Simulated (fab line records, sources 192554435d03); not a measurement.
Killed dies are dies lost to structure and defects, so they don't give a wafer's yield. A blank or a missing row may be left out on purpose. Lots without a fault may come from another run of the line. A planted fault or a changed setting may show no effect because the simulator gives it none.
Chamber matching | flow n5_finfet | N5_BEOL_M8_CURE_74 on uv_cure-03: 3 sister chambers
The step cures SiCOH lowk, time 240 s. 3 wafers are shown with their chamber, then 8 later ones without.

WAFERS WITH THEIR CHAMBER
wafer  | chamber | lamp_power_pct (%)
L074.5 | 1       | 52.42
L082.6 | 0       | 52.33
L090.1 | 2       | 52.28

WAFERS WITHOUT THEIR CHAMBER
wafer  | lamp_power_pct (%)
L090.2 | 52.35
L090.5 | 52.36
L092.2 | 52.44
L092.3 | 52.32
L092.4 | 52.36
L093.1 | 52.38
L093.3 | 52.46
L093.6 | 52.25

WHICH CHAMBER EACH WENT THROUGH
wafer  | from the rows above          | in truth
L090.2 | can't be placed: 0 or 1 or 2 | 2
L090.5 | can't be placed: 0 or 1 or 2 | 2
L092.2 | 1                            | 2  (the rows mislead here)
L092.3 | can't be placed: 0 or 2      | 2
L092.4 | can't be placed: 0 or 1 or 2 | 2
L093.1 | can't be placed: 1 or 0      | 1
L093.3 | 1                            | 1
L093.6 | can't be placed: 2 or 0      | 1
Placed correctly: 1 of 8. Can't be placed from these rows: 6 (the true chamber is among the candidates in 5). Placed wrongly: 1.
How it was worked out, from the rows above alone: a wafer's distance from a chamber is the root of the sum, over the readings, of the square of ((its reading less the chamber's mean) divided by the reading's scatter). The wafer belongs to the nearest chamber; if the next one is less than 2 further off, it can't be placed. A chamber's mean is the mean of its shown wafers. The scatter: with one shown wafer a chamber, the root of the mean of the squares of how far each hidden wafer lies from its nearest shown one.
